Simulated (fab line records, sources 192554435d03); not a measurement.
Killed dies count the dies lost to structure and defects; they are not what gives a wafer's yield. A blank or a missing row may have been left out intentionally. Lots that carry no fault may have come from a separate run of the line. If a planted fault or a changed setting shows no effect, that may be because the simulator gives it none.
Lot-split experiment || flow n5 finfet || 7 lots, 39 wafers read, on a route of 1938 steps

== THE SPLIT ==
At N5_BEOL_M0_SAQP_SPACER2_ALD_26 (deposits SiO2, target thk 15 nm, pulse time 1 s, purge time 2 s), the setting target thk a was moved away from the recipe's 150 angstrom on 15 of the 39 wafers read, by -40.8% to +58.7%. For the rest of the wafers, this setting stayed at what the recipe calls for.

== FROM THE SPLIT TO THE READING: what the file shows between them, 2 steps ==
- N5_BEOL_M0_SAQP_SPACER2_ETCHBACK_27: etches SiO2 in CHF3/O2, target depth 22.5 nm, time 11.25 s
- N5_BEOL_M0_SAQP_MANDREL2_REMOVE_110: chemistry HBr/Cl2/O2, target a-Si, stops on SiCN, bt time 10 s

== THE READING ==
At N5_BEOL_M0_SAQP_CD_MEAS_29: cd nm in nanometres, against a target cd of 14.4 nm. A value of 14.97 nm with a standard deviation of 0.25 nm is what fault-free wafers of this fab line usually give.

{"wafer": "L075.1", "tool, chamber at the split": "ald sin-02, 3,0,2", "target thk a as run, angstrom": 172.8, "against the recipe": "+15.2%", "cd nm, nm": 17.36, "against lot-mates on the recipe": "+2.69"}
{"wafer": "L075.2", "tool, chamber at the split": "ald sin-02, 3,0,2", "target thk a as run, angstrom": 172.8, "against the recipe": "+15.2%", "cd nm, nm": 17.14, "against lot-mates on the recipe": "+2.47"}
{"wafer": "L075.3", "tool, chamber at the split": "ald sin-02, 1", "target thk a as run, angstrom": 150, "against the recipe": "recipe", "cd nm, nm": 14.36, "against lot-mates on the recipe": "-"}
{"wafer": "L075.4", "tool, chamber at the split": "ald sin-02, 2,3", "target thk a as run, angstrom": 150, "against the recipe": "recipe", "cd nm, nm": 14.79, "against lot-mates on the recipe": "-"}
{"wafer": "L075.5", "tool, chamber at the split": "ald sin-02, 2,3", "target thk a as run, angstrom": 150, "against the recipe": "recipe", "cd nm, nm": 14.87, "against lot-mates on the recipe": "-"}
{"wafer": "L075.6", "tool, chamber at the split": "ald sin-02, 3,0,2", "target thk a as run, angstrom": 172.8, "against the recipe": "+15.2%", "cd nm, nm": 17.26, "against lot-mates on the recipe": "+2.59"}
{"wafer": "L077.1", "tool, chamber at the split": "ald sin-03, 3,1", "target thk a as run, angstrom": 186.1, "against the recipe": "+24.1%", "cd nm, nm": 18.23, "against lot-mates on the recipe": "+3.30"}
{"wafer": "L077.2", "tool, chamber at the split": "ald sin-03, 0,2", "target thk a as run, angstrom": 150, "against the recipe": "recipe", "cd nm, nm": 14.53, "against lot-mates on the recipe": "-"}
{"wafer": "L077.3", "tool, chamber at the split": "ald sin-03, 0,2", "target thk a as run, angstrom": 150, "against the recipe": "recipe", "cd nm, nm": 15.13, "against lot-mates on the recipe": "-"}
{"wafer": "L077.4", "tool, chamber at the split": "ald sin-03, 1", "target thk a as run, angstrom": 150, "against the recipe": "recipe", "cd nm, nm": 15.13, "against lot-mates on the recipe": "-"}
{"wafer": "L077.5", "tool, chamber at the split": "ald sin-03, 3,1", "target thk a as run, angstrom": 186.1, "against the recipe": "+24.1%", "cd nm, nm": 18.52, "against lot-mates on the recipe": "+3.59"}
{"wafer": "L077.6", "tool, chamber at the split": "ald sin-03, 0", "target thk a as run, angstrom": 186.1, "against the recipe": "+24.1%", "cd nm, nm": 18.35, "against lot-mates on the recipe": "+3.42"}
{"wafer": "L078.3", "tool, chamber at the split": "ald sin-02, 3", "target thk a as run, angstrom": 150, "against the recipe": "recipe", "cd nm, nm": 15.05, "against lot-mates on the recipe": "-"}
{"wafer": "L078.4", "tool, chamber at the split": "ald sin-02, 1", "target thk a as run, angstrom": 150, "against the recipe": "recipe", "cd nm, nm": 14.68, "against lot-mates on the recipe": "-"}
{"wafer": "L078.6", "tool, chamber at the split": "ald sin-02, 1", "target thk a as run, angstrom": 150, "against the recipe": "recipe", "cd nm, nm": 14.76, "against lot-mates on the recipe": "-"}
{"wafer": "L079.1", "tool, chamber at the split": "ald sin-01, 0,3,1", "target thk a as run, angstrom": 88.83, "against the recipe": "-40.8%", "cd nm, nm": 9.04, "against lot-mates on the recipe": -6.06}
{"wafer": "L079.2", "tool, chamber at the split": "ald sin-01, 1,2,2", "target thk a as run, angstrom": 150, "against the recipe": "recipe", "cd nm, nm": 15.15, "against lot-mates on the recipe": "-"}
{"wafer": "L079.3", "tool, chamber at the split": "ald sin-01, 0,3,1", "target thk a as run, angstrom": 88.83, "against the recipe": "-40.8%", "cd nm, nm": 8.86, "against lot-mates on the recipe": -6.24}
{"wafer": "L079.4", "tool, chamber at the split": "ald sin-01, 1,2,2", "target thk a as run, angstrom": 150, "against the recipe": "recipe", "cd nm, nm": 14.90, "against lot-mates on the recipe": "-"}
{"wafer": "L079.5", "tool, chamber at the split": "ald sin-01, 1,2,2", "target thk a as run, angstrom": 150, "against the recipe": "recipe", "cd nm, nm": 15.24, "against lot-mates on the recipe": "-"}
{"wafer": "L079.6", "tool, chamber at the split": "ald sin-01, 0,3,1", "target thk a as run, angstrom": 88.83, "against the recipe": "-40.8%", "cd nm, nm": 9.42, "against lot-mates on the recipe": -5.68}
{"wafer": "L084.1", "tool, chamber at the split": "ald sin-02, 2,1,0", "target thk a as run, angstrom": 238.1, "against the recipe": "+58.7%", "cd nm, nm": 23.65, "against lot-mates on the recipe": "+8.68"}
{"wafer": "L084.2", "tool, chamber at the split": "ald sin-02, 2,1,0", "target thk a as run, angstrom": 238.1, "against the recipe": "+58.7%", "cd nm, nm": 23.76, "against lot-mates on the recipe": "+8.79"}
{"wafer": "L084.3", "tool, chamber at the split": "ald sin-02, 3,0", "target thk a as run, angstrom": 150, "against the recipe": "recipe", "cd nm, nm": 14.85, "against lot-mates on the recipe": "-"}
{"wafer": "L084.4", "tool, chamber at the split": "ald sin-02, 3,0", "target thk a as run, angstrom": 150, "against the recipe": "recipe", "cd nm, nm": 15.38, "against lot-mates on the recipe": "-"}
{"wafer": "L084.5", "tool, chamber at the split": "ald sin-02, 2,1,0", "target thk a as run, angstrom": 238.1, "against the recipe": "+58.7%", "cd nm, nm": 23.71, "against lot-mates on the recipe": "+8.74"}
{"wafer": "L084.6", "tool, chamber at the split": "ald sin-02, 1", "target thk a as run, angstrom": 150, "against the recipe": "recipe", "cd nm, nm": 14.67, "against lot-mates on the recipe": "-"}
{"wafer": "L092.1", "tool, chamber at the split": "ald sin-02, 0,3,2,0,2,3", "target thk a as run, angstrom": 150, "against the recipe": "recipe", "cd nm, nm": 15.17, "against lot-mates on the recipe": "-"}
{"wafer": "L092.2", "tool, chamber at the split": "ald sin-02, 0,3,2,0,2,3", "target thk a as run, angstrom": 150, "against the recipe": "recipe", "cd nm, nm": 15.33, "against lot-mates on the recipe": "-"}
{"wafer": "L092.3", "tool, chamber at the split": "ald sin-02, 0,3,2,0,2,3", "target thk a as run, angstrom": 150, "against the recipe": "recipe", "cd nm, nm": 14.96, "against lot-mates on the recipe": "-"}
{"wafer": "L092.4", "tool, chamber at the split": "ald sin-02, 0,3,2,0,2,3", "target thk a as run, angstrom": 150, "against the recipe": "recipe", "cd nm, nm": 15.10, "against lot-mates on the recipe": "-"}
{"wafer": "L092.5", "tool, chamber at the split": "ald sin-02, 0,3,2,0,2,3", "target thk a as run, angstrom": 150, "against the recipe": "recipe", "cd nm, nm": 15.02, "against lot-mates on the recipe": "-"}
{"wafer": "L092.6", "tool, chamber at the split": "ald sin-02, 0,3,2,0,2,3", "target thk a as run, angstrom": 150, "against the recipe": "recipe", "cd nm, nm": 15.36, "against lot-mates on the recipe": "-"}
{"wafer": "L097.1", "tool, chamber at the split": "ald sin-01, 1", "target thk a as run, angstrom": 150, "against the recipe": "recipe", "cd nm, nm": 14.93, "against lot-mates on the recipe": "-"}
{"wafer": "L097.2", "tool, chamber at the split": "ald sin-01, 0,3,2", "target thk a as run, angstrom": 201.4, "against the recipe": "+34.3%", "cd nm, nm": 20.26, "against lot-mates on the recipe": "+5.33"}
{"wafer": "L097.3", "tool, chamber at the split": "ald sin-01, 0,3,2", "target thk a as run, angstrom": 201.4, "against the recipe": "+34.3%", "cd nm, nm": 20.15, "against lot-mates on the recipe": "+5.22"}
{"wafer": "L097.4", "tool, chamber at the split": "ald sin-01, 0,3,2", "target thk a as run, angstrom": 201.4, "against the recipe": "+34.3%", "cd nm, nm": 19.88, "against lot-mates on the recipe": "+4.95"}
{"wafer": "L097.5", "tool, chamber at the split": "ald sin-01, 1", "target thk a as run, angstrom": 150, "against the recipe": "recipe", "cd nm, nm": 14.77, "against lot-mates on the recipe": "-"}
{"wafer": "L097.6", "tool, chamber at the split": "ald sin-01, 0", "target thk a as run, angstrom": 150, "against the recipe": "recipe", "cd nm, nm": 15.08, "against lot-mates on the recipe": "-"}
If several chambers appear in one row, that row covers several wafers at once and the file leaves open which wafer was in which chamber.

THE FIT
A straight line over all 39 wafers: cd nm changes by +0.147 nm for each +1% of target thk a; r = +1.00; the points scatter about the line by 0.24 nm.
The same after taking each lot's own level away (the mean of its wafers on the recipe; 39 wafers): +0.149 nm for each +1%; r = +1.00; scatter 0.21 nm.
On that fit, the largest move of target thk a shifts the reading by 8.7 nm.
From 14.673 to 15.157 nm: that is the span of the lots' own levels, equal to 1.9 times the standard deviation above.
So the lot-to-lot level changes the slope little: the two slopes agree.
Check: +8.76 nm against its lot-mates is what the line predicts for one of the wafers moved furthest among these (+58.7%) when that wafer is left out of the fit. It came out at +8.68 nm against them.

== THESE WAFERS: OTHER SPLITS ==
These wafers also went through other splits before the reading. Each is held against what the fit with the lots' levels taken away leaves over:
{"other split on the same wafers": "N5_FIN_SAQP_ETCH_65 time s", "wafers away from the commonest value": 12, "r with cd nm (lot level and that fit taken away)": -0.15}
{"other split on the same wafers": "N5_SD_EPI_N_EPI_21 epi growth time s", "wafers away from the commonest value": 12, "r with cd nm (lot level and that fit taken away)": "+0.11"}
{"other split on the same wafers": "N5_MOL_CONTACT_COAG_ETCH_124 target depth a", "wafers away from the commonest value": 15, "r with cd nm (lot level and that fit taken away)": -0.15}

== THE WHOLE CHAIN: every reading that the file lists as answering this split, in the file's order ==
{"step": "N5_BEOL_M0_SAQP_SPACER2_ALD_26", "what it does": "deposits SiO2, target thk 15 nm, pulse time 1 s, purge time 2 s", "reading": "SiO2_of_BEOL_M0_SAQP_SPACER2_ALD_26.thk nm (the simulator's own value, which no gauge read)", "change (the file's fit)": "+0.151 nm for each +1% of the setting", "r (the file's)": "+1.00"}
{"step": "N5_BEOL_M0_SAQP_MANDREL2_REMOVE_110", "what it does": "chemistry HBr/Cl2/O2, target a-Si, stops on SiCN, bt time 10 s", "reading": "BEOL_M0_SAQP.cd nm (the simulator's own value, which no gauge read)", "change (the file's fit)": "+0.152 nm for each +1% of the setting", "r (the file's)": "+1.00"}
{"step": "N5_BEOL_M0_SAQP_CD_MEAS_29", "what it does": "target cd 14.4 nm", "reading": "cd nm", "change (the file's fit)": "+0.149 nm for each +1% of the setting", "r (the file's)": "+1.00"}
{"step": "N5_BEOL_M0_CUTY_ETCH_63", "what it does": "etches SOC in N2/H2, target depth 82.7 nm, overetch 16.5 nm, time 124 s", "reading": "SiO2_of_BEOL_M0_SAQP_SPACER2_ALD_26.thk nm (the simulator's own value, which no gauge read)", "change (the file's fit)": "+0.144 nm for each +1% of the setting", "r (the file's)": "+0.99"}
{"step": "N5_BEOL_M0_HM_OPEN_105", "what it does": "chemistry Cl2/BCl3, target TiN, target depth 12 nm", "reading": "SiO2_of_BEOL_M0_SAQP_SPACER2_ALD_26.thk nm (the simulator's own value, which no gauge read)", "change (the file's fit)": "+0.127 nm for each +1% of the setting", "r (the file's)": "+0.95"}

== FILE'S OWN FIT ==
cd nm changes by +0.149 nm for each +1% of target thk a, r = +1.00.
